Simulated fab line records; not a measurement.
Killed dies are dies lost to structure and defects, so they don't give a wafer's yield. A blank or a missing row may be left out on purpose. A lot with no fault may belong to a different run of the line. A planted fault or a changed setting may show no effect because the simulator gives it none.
fab line records + flow nand-harc
[record]
- lots = 6
- wafers = 18
- last-day = 31
route steps=1302 shown P_M1@295
lots that met no fault: from a run of the same line without faults
start-h: hours from the record's first day to the start of the lot's first wafer shown + wait-h: hours since the lot's step before + " unchanged from the row above + L1.1+2: several wafers, shown together as one row + - no value present, or no start provided + * or withheld: withheld + < > ~ a bound
route shown NAME@n: a module of which the file shows steps, and the number in the route of the first + usual: mean/standard deviation taken from wafers without a fault + same: alike in all rows + chamber/n: place in a boat + sites: each site's reading + _std_site: standard deviation across them + _edge_site: inner sites' mean taken away from outer sites' mean + radius-mm: how far each site lies from the wafer's centre + mask NAME#n: copy n + behind: the most recent tool/chamber to have shaped the wafer + hold: the reason the lot was held/the length of the hold in hours/how it ended + device: the transistor (n, p or np) that didn't switch + end of line: the same wafers' tests at the end of the route + where a step has no rows: the recipe by itself + killed: at the first sort, the dies lost to defects and structure; wafer yield is something else + map: shows each die of a wafer: x if killed, . if not, _ if none is there
set.NAME: the setting that was run; set.NAME@STEP: the one run at that earlier step + model.NAME: the simulator's own value behind a step, which no gauge read
lots seen at some steps along the route; tables by step, rows by wafer
services: a tool's chamber out of use, with start hour (start-h, from the record's first day; less than 0 if before it), hours out, and reason
[[steps]]
[step NHARC_P_M1_CD_MEAS_09]
[recipe]
- target-cd-nm = 130
- landing-energy-ev = 500
[usual]
- cd-nm = 130.3/0.68
| lot.wafer | tool      | chamber | start-h | wait-h | cd-nm |
|-----------|-----------|---------|---------|--------|-------|
| L624.1    | cd-sem-02 | 0       | 128.43  | -      | 130.4 |
| L624.3    | "         | 0       | "       | "      | 130.3 |
| L624.6    | "         | 0       | "       | "      | 129.0 |
| L634.1    | cd-sem-01 | 0       | 232.30  | -      | 130.9 |
| L634.2    | "         | 0       | "       | "      | 131.3 |
| L634.3    | "         | 0       | "       | "      | 130.3 |
| L635.1    | cd-sem-01 | 0       | 243.68  | -      | 130.9 |
| L635.2    | "         | 0       | "       | "      | 130.3 |
| L635.5    | "         | 0       | "       | "      | 130.9 |
| L638.2    | cd-sem-03 | 0       | 273.93  | -      | 130.8 |
| L638.4    | "         | 0       | "       | "      | 129.7 |
| L638.5    | "         | 0       | "       | "      | 130.9 |
| L640.1    | cd-sem-03 | 0       | 300.38  | -      | 130.6 |
| L640.4    | "         | 0       | "       | "      | 130.3 |
| L640.5    | "         | 0       | "       | "      | 130.2 |
| L642.1    | cd-sem-01 | 0       | 313.93  | -      | 130.3 |
| L642.2    | "         | 0       | "       | "      | 130.8 |
| L642.6    | "         | 0       | "       | "      | 130.0 |
[step NHARC_P_M1_OVL_MEAS_10]
[recipe]
- pitch-nm = 260
[usual]
- overlay-x-nm = 0.2/0.79
- overlay-y-nm = 0.0/0.97
| lot.wafer | tool       | chamber | start-h | wait-h | overlay-x-nm | overlay-y-nm |
|-----------|------------|---------|---------|--------|--------------|--------------|
| L624.1    | overlay-01 | -       | 128.52  | -      | 0.7          | -0.1         |
| L624.3    | "          | -       | "       | "      | 0.2          | -0.6         |
| L624.6    | "          | -       | "       | "      | 0.4          | -0.1         |
| L634.1    | overlay-01 | -       | 232.39  | -      | 0.2          | -0.9         |
| L634.2    | "          | -       | "       | "      | 0.0          | -0.8         |
| L634.3    | "          | -       | "       | "      | -0.4         | -0.9         |
| L635.1    | overlay-01 | -       | 243.77  | -      | 0.6          | -0.3         |
| L635.2    | "          | -       | "       | "      | 0.5          | 0.2          |
| L635.5    | "          | -       | "       | "      | 0.9          | -0.2         |
| L638.2    | overlay-01 | -       | 274.02  | -      | 1.1          | -2.1         |
| L638.4    | "          | -       | "       | "      | 1.4          | -1.9         |
| L638.5    | "          | -       | "       | "      | 1.0          | -2.0         |
| L640.1    | overlay-02 | -       | 300.46  | -      | 1.5          | -0.9         |
| L640.4    | "          | -       | "       | "      | 1.6          | -0.5         |
| L640.5    | "          | -       | "       | "      | 1.4          | -1.4         |
| L642.1    | overlay-02 | -       | 314.01  | -      | 1.5          | 0.2          |
| L642.2    | "          | -       | "       | "      | 1.0          | 0.5          |
| L642.6    | "          | -       | "       | "      | 1.7          | 0.4          |
[step NHARC_P_M1_INSPECT_11]
[usual]
- raw-defect-count = 5.0/2.9
| lot.wafer | tool              | chamber | start-h | wait-h | raw-defect-count |
|-----------|-------------------|---------|---------|--------|------------------|
| L624.1    | defect-inspect-02 | -       | 128.55  | 0.0    | 4                |
| L624.3    | "                 | -       | "       | "      | 7                |
| L624.6    | "                 | -       | "       | "      | 3                |
| L634.1    | defect-inspect-02 | -       | 232.42  | 0.0    | 5                |
| L634.2    | "                 | -       | "       | "      | 3                |
| L634.3    | "                 | -       | "       | "      | 5                |
| L635.1    | defect-inspect-01 | -       | 243.80  | 0.0    | 4                |
| L635.2    | "                 | -       | "       | "      | 6                |
| L635.5    | "                 | -       | "       | "      | 8                |
| L638.2    | defect-inspect-01 | -       | 274.06  | 0.0    | 1                |
| L638.4    | "                 | -       | "       | "      | 4                |
| L638.5    | "                 | -       | "       | "      | 1                |
| L640.1    | defect-inspect-01 | -       | 300.50  | 0.0    | 2                |
| L640.4    | "                 | -       | "       | "      | 5                |
| L640.5    | "                 | -       | "       | "      | 1                |
| L642.1    | defect-inspect-01 | -       | 314.05  | 0.0    | 6                |
| L642.2    | "                 | -       | "       | "      | 5                |
| L642.6    | "                 | -       | "       | "      | 3                |
[step NHARC_P_M1_DESCUM_14]
[recipe]
- time-s = 3
- o2-flow-sccm = 200
- ar-flow-sccm = 0
- bias-power-w = 0
- chemistry = O2
[usual]
- chamber-pressure-mTorr = 60.00/0.054
- drypump-motor-current-A = 5.7/0.32
- oes-product-au = 1.005/0.0095
- rf-vpp-V = 57.8/0.78
- showerhead-plenum-p-Torr = 1.92/0.078
- throttle-valve-pct = 11.310/0.0083
| lot.wafer | tool        | chamber | start-h | wait-h | chamber-pressure-mTorr | drypump-motor-current-A | oes-product-au | rf-hours-counter-h | rf-vpp-V | showerhead-plenum-p-Torr | throttle-valve-pct |
|-----------|-------------|---------|---------|--------|------------------------|-------------------------|----------------|--------------------|----------|--------------------------|--------------------|
| L624.3    | rie-diel-11 | 1       | 128.62  | 0.1    | 59.96                  | 6.0                     | 0.991          | 3                  | 59.0     | 2.02                     | 11.303             |
| L624.1    | "           | 3       | "       | "      | 59.97                  | 6.0                     | 1.003          | 3                  | 60.0     | 2.02                     | 11.302             |
| L624.6    | "           | 0       | "       | "      | 59.98                  | 5.5                     | 1.005          | -                  | 57.8     | 1.93                     | 11.313             |
| L634.3    | rie-diel-11 | 3       | 232.48  | 0.1    | 60.03                  | 6.0                     | 1.011          | 13                 | 58.5     | 2.02                     | 11.304             |
| L634.2    | "           | 0       | "       | "      | 59.96                  | 5.5                     | 1.000          | 14                 | 57.3     | 1.93                     | 11.311             |
| L634.1    | "           | 1       | "       | "      | 60.01                  | 6.0                     | 1.013          | 14                 | 58.0     | 2.01                     | 11.305             |
| L635.1    | rie-diel-11 | 2       | 243.86  | 0.1    | 60.00                  | 5.2                     | 1.012          | 13                 | 57.5     | 2.01                     | 11.301             |
| L635.2    | "           | 1       | "       | "      | 59.94                  | 6.0                     | 1.003          | 15                 | 58.8     | 2.01                     | 11.318             |
| L635.5    | "           | 3       | "       | "      | 59.96                  | 5.9                     | 1.004          | -                  | 58.0     | 2.02                     | 11.306             |
| L638.4    | rie-diel-05 | 1       | 274.12  | 0.1    | 59.99                  | 6.0                     | 0.996          | 2                  | 58.1     | 1.86                     | 11.317             |
| L638.2    | "           | 3       | "       | "      | 59.99                  | 5.4                     | 1.019          | 2                  | 58.7     | 1.86                     | 11.323             |
| L638.5    | "           | 1       | "       | "      | 60.00                  | 6.0                     | 0.995          | -                  | 57.4     | 1.86                     | 11.302             |
| L640.1    | rie-diel-11 | 2       | 300.56  | 0.1    | 59.89                  | 5.2                     | 1.008          | 4                  | 57.2     | 2.00                     | 11.308             |
| L640.4    | "           | 0       | "       | "      | 59.99                  | 5.5                     | 0.996          | 4                  | 59.4     | 1.92                     | 11.331             |
| L640.5    | "           | 3       | "       | "      | 59.98                  | 5.9                     | 1.006          | -                  | 58.5     | 2.01                     | 11.303             |
| L642.2    | rie-diel-05 | 2       | 314.11  | 0.1    | 59.95                  | 5.8                     | 1.004          | 6                  | 57.4     | 1.80                     | 11.312             |
| L642.1    | "           | 1       | "       | "      | 59.96                  | 6.0                     | 1.008          | 5                  | 57.2     | 1.86                     | 11.309             |
| L642.6    | "           | 1       | "       | "      | 60.07                  | 6.0                     | 0.998          | -                  | 58.5     | 1.86                     | 11.310             |
[step NHARC_P_M1_ETCH_35]
[recipe]
- target-depth-a = 400
- overetch-a = 120
- time-s = 43.94
- ion-energy-ev = 200
- n2-flow-sccm = 150
- h2-flow-sccm = 150
- ar-flow-sccm = 0
- rf-w = 400
- bias-w = 150
- chemistry = N2/H2
[step NHARC_P_M1_ETCH_15]
[recipe]
- target-depth-a = 1825
- time-s = 91.2
- c4f8-flow-sccm = withheld
- ar-flow-sccm = 400
- rf-w = 600
- bias-w = 300
- chemistry = C4F8/Ar
[usual]
- chamber-pressure-mTorr = 24.998/0.023
- oes-product-au = 0.962/0.02
- rf-vpp-V = 441.1/2.5
| lot.wafer | tool        | chamber | start-h | wait-h | chamber-pressure-mTorr | oes-product-au | rf-hours-counter-h | rf-vpp-V |
|-----------|-------------|---------|---------|--------|------------------------|----------------|--------------------|----------|
| L624.1    | rie-diel-11 | 3       | -       | -      | 24.947                 | 0.989          | 3                  | 444.1    |
| L624.3    | "           | 2       | "       | "      | 25.001                 | 0.981          | 3                  | 444.7    |
| L624.6    | "           | 0       | "       | "      | 24.987                 | 0.966          | -                  | 440.5    |
| L634.3    | rie-diel-11 | 1       | -       | -      | 24.955                 | 0.962          | 14                 | 443.8    |
| L634.2    | "           | 2       | "       | "      | 25.020                 | 0.963          | 13                 | 442.2    |
| L634.1    | "           | 0       | "       | "      | 25.002                 | 0.953          | 14                 | 441.5    |
| L635.2    | rie-diel-11 | 1       | -       | -      | 24.992                 | 0.984          | 15                 | 443.7    |
| L635.1    | "           | 0       | "       | "      | 24.987                 | 0.989          | 15                 | 442.1    |
| L635.5    | "           | 1       | "       | "      | 24.990                 | 0.977          | -                  | 445.0    |
| L638.4    | rie-diel-05 | 1       | -       | -      | 25.003                 | 0.952          | 2                  | 439.0    |
| L638.2    | "           | 2       | "       | "      | 24.994                 | 0.976          | 3                  | 437.4    |
| L638.5    | "           | 3       | "       | "      | 25.029                 | 0.984          | -                  | 439.8    |
| L640.4    | rie-diel-11 | 1       | -       | -      | 25.000                 | 0.980          | 4                  | 444.0    |
| L640.1    | "           | 0       | "       | "      | 24.965                 | 0.979          | 4                  | 441.0    |
| L640.5    | "           | 2       | "       | "      | 25.010                 | 0.970          | -                  | 443.2    |
| L642.2    | rie-diel-05 | 2       | -       | -      | 25.009                 | 0.927          | 6                  | 436.4    |
| L642.1    | "           | 3       | "       | "      | 25.001                 | 0.934          | 6                  | 439.4    |
| L642.6    | "           | 1       | "       | "      | 25.022                 | 0.936          | -                  | 439.0    |
[step NHARC_P_M1_CD_MEAS_16]
[usual]
- cd-nm = 130.2/0.84
| lot.wafer | tool      | chamber | start-h | wait-h | cd-nm |
|-----------|-----------|---------|---------|--------|-------|
| L624.1    | cd-sem-01 | -       | 128.92  | -      | 130.3 |
| L624.3    | "         | -       | "       | "      | 129.6 |
| L624.6    | "         | -       | "       | "      | 128.8 |
| L634.1    | cd-sem-01 | -       | 232.85  | -      | 130.6 |
| L634.2    | "         | -       | "       | "      | 132.4 |
| L634.3    | "         | -       | "       | "      | 130.9 |
| L635.1    | cd-sem-03 | -       | 244.17  | -      | 130.9 |
| L635.2    | "         | -       | "       | "      | 129.5 |
| L635.5    | "         | -       | "       | "      | 130.8 |
| L638.2    | cd-sem-03 | -       | 274.42  | -      | 131.1 |
| L638.4    | "         | -       | "       | "      | 130.4 |
| L638.5    | "         | -       | "       | "      | 131.4 |
| L640.1    | cd-sem-01 | -       | 300.86  | -      | 130.7 |
| L640.4    | "         | -       | "       | "      | 130.9 |
| L640.5    | "         | -       | "       | "      | 130.9 |
| L642.1    | cd-sem-01 | -       | 314.46  | -      | 130.0 |
| L642.2    | "         | -       | "       | "      | 130.3 |
| L642.6    | "         | -       | "       | "      | 129.9 |
[step NHARC_P_M1_STRIP_18]
[recipe]
- power-w = 1000
- n2-flow-sccm = 150
- h2-flow-sccm = 150
- ar-flow-sccm = 0
- bias-w = 0
- chemistry = N2/H2
[step NHARC_P_M1_ETCH_28]
[recipe]
- target-depth-a = 300
- over-etch-frac = 0.3
- time-s = 72.99
- ion-energy-ev = 150
- cf4-flow-sccm = 50
- n2-flow-sccm = 100
- ar-flow-sccm = 150
- rf-w = 300
- bias-w = 100
- chemistry = CF4/N2
[usual]
- chamber-pressure-mTorr = 30.000/0.027
- drypump-motor-current-A = 5.7/0.38
- n2-flow-sccm = 100.05/0.29
- oes-product-au = 1.001/0.011
- rf-vpp-V = 314.7/1.8
- showerhead-plenum-p-Torr = 2.65/0.097
- throttle-valve-pct = 19.795/0.0086
| lot.wafer | tool        | chamber | start-h | wait-h | chamber-pressure-mTorr | drypump-motor-current-A | n2-flow-sccm | oes-product-au | rf-hours-counter-h | rf-vpp-V | showerhead-plenum-p-Torr | throttle-valve-pct |
|-----------|-------------|---------|---------|--------|------------------------|-------------------------|--------------|----------------|--------------------|----------|--------------------------|--------------------|
| L624.3    | rie-diel-05 | 1       | -       | -      | 29.985                 | 6.0                     | 100.02       | 1.002          | 4                  | 314.1    | 2.56                     | 19.797             |
| L624.1    | "           | 2       | "       | "      | 30.015                 | 5.9                     | 100.59       | 0.999          | 5                  | 312.3    | 2.49                     | 19.805             |
| L624.6    | "           | 1       | "       | "      | 29.985                 | 6.0                     | 99.50        | 0.998          | -                  | 312.4    | 2.56                     | 19.802             |
| L634.3    | rie-diel-07 | 1       | -       | -      | 30.014                 | 5.9                     | 100.38       | 0.995          | 35                 | 313.2    | 2.62                     | 19.804             |
| L634.1    | "           | 2       | "       | "      | 29.991                 | 6.2                     | 100.08       | 0.993          | 35                 | 315.2    | 2.75                     | 19.782             |
| L634.2    | "           | 0       | "       | "      | 29.977                 | 6.3                     | 100.36       | 1.003          | 38                 | 312.9    | 2.54                     | 19.800             |
| L635.1    | rie-diel-11 | 0       | -       | -      | 29.947                 | 5.5                     | 100.38       | 1.005          | 15                 | 315.2    | 2.64                     | 19.802             |
| L635.2    | "           | 2       | "       | "      | 30.014                 | 5.2                     | 100.15       | 0.996          | 14                 | 315.6    | 2.74                     | 19.791             |
| L635.5    | "           | 3       | "       | "      | 29.980                 | 6.0                     | 99.92        | 1.008          | -                  | 316.8    | 2.76                     | 19.803             |
| L638.2    | rie-diel-11 | 2       | -       | -      | 30.033                 | 5.2                     | 99.94        | 1.006          | 1                  | 317.1    | 2.74                     | 19.788             |
| L638.4    | "           | 0       | "       | "      | 29.983                 | 5.5                     | 99.77        | 1.001          | 1                  | 313.2    | 2.64                     | 19.792             |
| L638.5    | "           | 2       | "       | "      | 29.987                 | 5.2                     | 99.99        | 1.005          | -                  | 315.6    | 2.74                     | 19.812             |
| L640.1    | rie-diel-11 | 0       | -       | -      | 30.022                 | 5.5                     | 100.51       | 0.999          | 4                  | 315.1    | 2.64                     | 19.789             |
| L640.4    | "           | 2       | "       | "      | 30.006                 | 5.2                     | 100.42       | 1.010          | 4                  | 316.8    | 2.74                     | 19.800             |
| L640.5    | "           | 0       | "       | "      | 30.011                 | 5.5                     | 100.55       | 0.989          | -                  | 311.6    | 2.64                     | 19.789             |
| L642.2    | rie-diel-11 | 1       | -       | -      | 30.003                 | 6.0                     | 100.25       | 1.008          | 5                  | 315.7    | 2.75                     | 19.806             |
| L642.1    | "           | 0       | "       | "      | 30.028                 | 5.5                     | 99.77        | 1.000          | 5                  | 314.1    | 2.64                     | 19.806             |
| L642.6    | "           | 1       | "       | "      | 29.956                 | 6.0                     | 99.75        | 0.995          | -                  | 317.3    | 2.75                     | 19.795             |
[step NHARC_P_M1_STRIP_19]
[recipe]
- time-s = 600
- temp-c = 30
- chemistry = post-etch-residue-remover
[step NHARC_P_M1_DEGAS_29]
[recipe]
- temp-c = 250
- time-s = 60
[usual]
- heater-power-w = 319/40
| lot.wafer | tool           | chamber | start-h | wait-h | heater-power-w |
|-----------|----------------|---------|---------|--------|----------------|
| L624.1    | pvd-sputter-02 | -       | 129.63  | -      | 265            |
| L624.3    | "              | -       | "       | "      | 319            |
| L624.6    | "              | -       | "       | "      | 313            |
| L634.3    | pvd-sputter-03 | -       | 233.75  | -      | 305            |
| L634.2    | "              | -       | "       | "      | 396            |
| L634.1    | "              | -       | "       | "      | 305            |
| L635.1    | pvd-sputter-01 | -       | 244.89  | -      | 399            |
| L635.2    | "              | -       | "       | "      | 276            |
| L635.5    | "              | -       | "       | "      | 291            |
| L638.4    | pvd-sputter-01 | -       | 275.13  | -      | 392            |
| L638.2    | "              | -       | "       | "      | 290            |
| L638.5    | "              | -       | "       | "      | 276            |
| L640.4    | pvd-sputter-03 | -       | 301.67  | -      | 304            |
| L640.1    | "              | -       | "       | "      | 402            |
| L640.5    | "              | -       | "       | "      | 356            |
| L642.1    | pvd-sputter-02 | -       | 315.22  | -      | 307            |
| L642.2    | "              | -       | "       | "      | 327            |
| L642.6    | "              | -       | "       | "      | 297            |
[step NHARC_P_M1_PRE_CLEAN_30]
[recipe]
- time-s = 30
- temp-c = 280
- gas = H2/He
[usual]
- heater-power-w = 395/52
| lot.wafer | tool           | chamber | start-h | wait-h | heater-power-w |
|-----------|----------------|---------|---------|--------|----------------|
| L624.1    | pvd-sputter-02 | -       | -       | -      | 416            |
| L624.3    | "              | -       | "       | "      | 323            |
| L624.6    | "              | -       | "       | "      | 329            |
| L634.1    | pvd-sputter-03 | -       | -       | -      | 374            |
| L634.3    | "              | -       | "       | "      | 479            |
| L634.2    | "              | -       | "       | "      | 366            |
| L635.1    | pvd-sputter-01 | -       | -       | -      | 443            |
| L635.2    | "              | -       | "       | "      | 476            |
| L635.5    | "              | -       | "       | "      | 485            |
| L638.4    | pvd-sputter-01 | -       | -       | -      | 481            |
| L638.2    | "              | -       | "       | "      | 449            |
| L638.5    | "              | -       | "       | "      | 477            |
| L640.4    | pvd-sputter-03 | -       | -       | -      | 362            |
| L640.1    | "              | -       | "       | "      | 369            |
| L640.5    | "              | -       | "       | "      | 420            |
| L642.1    | pvd-sputter-02 | -       | -       | -      | 315            |
| L642.2    | "              | -       | "       | "      | 373            |
| L642.6    | "              | -       | "       | "      | 311            |
[step NHARC_P_M1_PVD_20]
[recipe]
- target-thk-a = 50
- bias-v = 168.6
- power-w = 15000
- chamber-pressure-pa = 0.12
- time-s = 8.06
- substrate-temp-c = 50
- material = TaN
[usual]
- bias-v = 168.8/1.5
- cathode-dc-power-W = 15000/2.7
- throttle-valve-pct = 30.5/0.79
| lot.wafer | tool           | chamber | start-h | wait-h | bias-v | cathode-dc-power-W | throttle-valve-pct |
|-----------|----------------|---------|---------|--------|--------|--------------------|--------------------|
| L624.1    | pvd-sputter-02 | -       | 129.74  | -      | 167.7  | 15000              | 30.5               |
| L624.3    | "              | -       | "       | "      | 169.1  | 15002              | 30.1               |
| L624.6    | "              | -       | "       | "      | 169.1  | 15002              | 30.1               |
| L634.1    | pvd-sputter-03 | -       | 233.86  | -      | -      | -                  | -                  |
| L634.3    | "              | -       | "       | "      | -      | -                  | -                  |
| L634.2    | "              | -       | "       | "      | -      | -                  | -                  |
| L635.2    | pvd-sputter-01 | -       | 245.01  | -      | -      | -                  | -                  |
| L635.1    | "              | -       | "       | "      | -      | -                  | -                  |
| L635.5    | "              | -       | "       | "      | -      | -                  | -                  |
| L638.2    | pvd-sputter-01 | -       | 275.26  | -      | 168.8  | 15001              | 29.4               |
| L638.4    | "              | -       | "       | "      | 171.3  | 15001              | 30.5               |
| L638.5    | "              | -       | "       | "      | 166.4  | 15005              | 31.6               |
| L640.1    | pvd-sputter-03 | -       | 301.78  | -      | 167.0  | 14999              | 31.5               |
| L640.4    | "              | -       | "       | "      | 166.7  | 15004              | 30.3               |
| L640.5    | "              | -       | "       | "      | 169.4  | 14999              | 31.4               |
| L642.2    | pvd-sputter-02 | -       | 315.33  | -      | 168.8  | 15003              | 31.2               |
| L642.1    | "              | -       | "       | "      | 169.7  | 15007              | 30.3               |
| L642.6    | "              | -       | "       | "      | 169.8  | 15004              | 31.2               |
[step NHARC_P_M1_PVD_21]
[recipe]
- target-thk-a = 300
- chamber-pressure-pa = 5
- power-w = 5000
- substrate-temp-c = 30
- time-s = 20.49
- material = Cu
[[services]]
| tool           | chamber | start-h | hours | kind   |
|----------------|---------|---------|-------|--------|
| rie-diel-05    | 1       | 105.59  | 5.0   | repair |
| rie-diel-11    | 3       | 111.33  | 5.3   | repair |
| rie-diel-11    | 0       | 112.00  | -     | clean  |
| rie-diel-11    | 1       | 112.00  | -     | clean  |
| rie-diel-11    | 2       | 112.00  | -     | clean  |
| rie-diel-07    | -       | 117.70  | 9.0   | pm     |
| rie-diel-11    | 0       | 163.10  | 4.2   | repair |
| pvd-sputter-03 | -       | 170.00  | 10.0  | pm     |
| rie-diel-11    | 2       | 170.81  | 4.5   | repair |
| pvd-sputter-01 | -       | 174.35  | 4.4   | repair |
| rie-diel-05    | 3       | 181.03  | 4.7   | repair |
| pvd-sputter-03 | -       | 221.26  | 2.6   | repair |
| rie-diel-05    | -       | 229.60  | 9.0   | pm     |
| rie-diel-07    | 3       | 232.36  | 14.8  | repair |
| pvd-sputter-01 | -       | 234.51  | 10.0  | pm     |
| rie-diel-11    | -       | 255.50  | 9.0   | pm     |
| rie-diel-07    | 0       | 277.15  | 2.7   | repair |
| pvd-sputter-01 | -       | 278.15  | 4.0   | repair |
| rie-diel-07    | 2       | 278.56  | 3.8   | repair |
| pvd-sputter-02 | -       | 282.00  | 10.0  | pm     |
| rie-diel-07    | -       | 283.07  | 2.8   | repair |
| pvd-sputter-01 | -       | 293.30  | 3.2   | repair |
| rie-diel-07    | -       | 296.84  | 9.0   | pm     |
| rie-diel-05    | 0       | 308.75  | 11.0  | repair |
[[key]]
[first-sign]
- step = NHARC_P_M1_PVD_20
- reading = tool-record
- direction = missing
effect none on later readings
met-at NHARC_P_M1_PVD_20
struck-wafers L634.1,L634.2,L634.3,L635.1,L635.2,L635.5
later-rows-left-out L634.1,L634.2,L634.3,L635.1,L635.2,L635.5
sort-left-out L634.1,L634.2,L634.3,L635.1,L635.2,L635.5
[fault]
- kind = skipped-step-whole
- tool = pvd-sputter-01,pvd-sputter-03
- chamber = -
- onset-h = 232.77
- steps = NHARC_P_M1_PVD_20
- scope = struck-lots-only
// sort-left-out: the simulated sort isn't trusted on such a fault, so these wafers' sort isn't shown, and their yield isn't known
// later-rows-left-out: the simulator's readings of these wafers behind a module that went badly wrong aren't trusted and aren't shown, but for the sort
